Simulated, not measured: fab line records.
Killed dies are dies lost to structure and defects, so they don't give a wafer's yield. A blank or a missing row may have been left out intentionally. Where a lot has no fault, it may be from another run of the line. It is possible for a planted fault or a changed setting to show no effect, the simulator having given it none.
Code-filled problem report in 8D (eight disciplines) form | flow n5-finfet | the parts of the form that need people (team, actions taken, sign-off) are left out

== 1. PROBLEM STATEMENT ==
Wafers without a fault read 1500.0 rpm, standard deviation 1.1; spin-speed-rpm at N5_BEOL_M3_COAT_67 reads a mean of 1845.3 rpm on 6 wafers belonging to 2 lots. So: +99 or more standard deviations from the usual mean.
The step: time 60 s, resist thk 60 nm.
Earliest sighting: wafer L436.1 on litho-track-05 at day 10 04:18. The record has a number at this step for 12 wafers belonging to 4 lots. Rule for "out", or "out of limits": more than 4 standard deviations from the usual mean. All remaining wafers that have a number are taken as sound.

== 2. WHAT IT IS, WHAT IT ISN'T ==
question                    | is                     | is not
which readings at this step | spin-speed-rpm         | -
which lots                  | L436, L437             | L427, L440
which wafers of those lots  | all that have a number | -
read on which tools         | litho-track-05         | litho-track-01
when                        | from day 10 04:18      | up to then (3 sound wafers); but 3 sound wafers of L440 came after

== 3. WHAT RULES OUT EACH SUSPECT ==
Counting: any tool at a process step up to the reading is kept as a suspect provided that every lot that is out went through it and no sound lot did after the first of them.
- litho-track-05 at N5_BEOL_M3_COAT_67 (time 60 s, resist thk 60 nm): kept. Every lot that is out went through it, starting with L436 (day 10 04:18), and after that it ran no sound lot; the last sound lot it ran before then is L427 (day 7 08:07). Out on those wafers are its own readings of spin-speed-rpm.
The count leaves litho-track-05 at N5_BEOL_M3_COAT_67.

== 4. THE CAUSE (what the simulator had put in) ==
Process parameters drifting: litho-track-05 at N5_BEOL_M3_COAT_67, beginning at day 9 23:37. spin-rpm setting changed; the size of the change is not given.
This tool alone remained once counting was done.

== 5. SEQUENCE OF EFFECTS, ordered by route ==
Rows list readings where the struck wafers' mean (over those with a number) sits beyond 3 standard deviations from the usual. Only readings whose record carries a usual standard deviation are examined. hours: median over the lots of the time between each lot's start at the first step of this table that gives one and its start at this step. sigmas: the change, counted in usual standard deviations.
hours | step               | reading        | usual      | on struck wafers | change | sigmas
0     | N5_BEOL_M3_COAT_67 | spin-speed-rpm | 1500.0 rpm | 1845.3           | +345.3 | +99 or more
Process steps it contains:
- N5_BEOL_M3_COAT_67: time 60 s, resist thk 60 nm.
Later steps that measure or inspect, where all struck wafers having a row at the step show a number for every such reading and not one has moved that far: N5_BEOL_M4_RC_MEAS_101.

== 6. WHAT WOULD HAVE CAUGHT IT SOONER ==
5 hours passed between the start of the fault at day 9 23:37 and the first reading out of limits in this record, taken at day 10 04:18.
